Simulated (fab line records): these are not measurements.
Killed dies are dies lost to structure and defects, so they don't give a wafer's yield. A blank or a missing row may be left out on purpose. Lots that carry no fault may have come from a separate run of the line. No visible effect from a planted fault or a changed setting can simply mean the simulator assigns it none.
Matching of chambers | flow nandHarc | NHARC_A_M0_PRE_CLEAN_31 on pecvd-02 has 3 sister chambers
The step time 12 s. 20 wafers are shown with their chamber, then 10 later ones without.

WAFERS WITH THEIR CHAMBER
wafer  | chamber | heaterPowerW (W) | heaterPowerOuterW (W) | susceptorTempC (C)
L074.2 | 1       | 577              | 330                   | 370.09
L074.3 | 2       | 619              | 337                   | 369.95
L074.6 | 2       | 618              | 335                   | 370.14
L079.2 | 1       | 633              | 382                   | 370.39
L079.3 | 0       | 686              | 383                   | 370.31
L079.6 | 0       | 689              | 394                   | 370.15
L081.1 | 0       | 737              | 424                   | 369.78
L081.4 | 1       | 666              | 418                   | 369.91
L081.6 | 0       | 713              | 421                   | 369.97
L082.2 | 2       | 723              | 407                   | 369.87
L082.3 | 0       | 728              | 426                   | 369.65
L082.4 | 0       | 738              | 422                   | 369.53
L085.1 | 1       | 700              | 409                   | 370.33
L085.3 | 0       | 721              | 411                   | 370.05
L085.6 | 0       | 725              | 423                   | 369.84
L087.1 | 2       | 674              | 359                   | 370.10
L087.2 | 1       | 659              | 395                   | 370.12
L087.3 | 0       | 720              | 414                   | 369.96
L090.3 | 0       | 626              | 347                   | 369.95
L090.4 | 0       | 639              | 345                   | 370.29

SIGNATURES, as means of the wafers listed above
reading           | chamber 0 | chamber 1 | chamber 2 | scatter within a chamber
heaterPowerW      | 702.00    | 647.00    | 658.50    | 42.5
heaterPowerOuterW | 400.91    | 386.80    | 359.50    | 31.9
susceptorTempC    | 369.9527  | 370.1680  | 370.0150  | 0.217
Rule: a wafer's distance from a chamber is the root of the sum, over the readings, of the square of ((its reading less the chamber's mean) divided by the reading's scatter). The wafer belongs to the nearest chamber; if the next one is less than 2 further off, it can't be placed. How the scatter is found: for the shown wafers, subtract from each reading the mean of its chamber, square and add these, divide the total by (wafers less chambers), then take the root.

WAFERS WHOSE CHAMBER IS MISSING
wafer  | heaterPowerW (W) | heaterPowerOuterW (W) | susceptorTempC (C)
L090.6 | 589              | 349                   | 369.91
L091.1 | 629              | 365                   | 369.93
L091.5 | 702              | 403                   | 370.09
L091.6 | 676              | 354                   | 370.30
L093.2 | 647              | 345                   | 369.88
L093.3 | 698              | 408                   | 369.59
L093.4 | 648              | 340                   | 370.14
L097.1 | 698              | 381                   | 369.96
L097.2 | 694              | 423                   | 369.81
L097.3 | 675              | 423                   | 370.55

CHAMBER TAKEN BY EACH
wafer  | from the rows above          | in truth
L090.6 | can't be placed: 2 or 1 or 0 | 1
L091.1 | can't be placed: 2 or 1 or 0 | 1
L091.5 | can't be placed: 0 or 1 or 2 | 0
L091.6 | can't be placed: 1 or 2 or 0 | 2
L093.2 | can't be placed: 2 or 1 or 0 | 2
L093.3 | can't be placed: 0 or 2 or 1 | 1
L093.4 | can't be placed: 2 or 1 or 0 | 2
L097.1 | can't be placed: 0 or 2 or 1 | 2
L097.2 | can't be placed: 0 or 1 or 2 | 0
L097.3 | can't be placed: 1 or 0 or 2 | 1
Correct placement for 0 of the 10. Not placeable from these rows: 10 (in 10, the candidates include the true chamber). Number placed wrongly: 0.
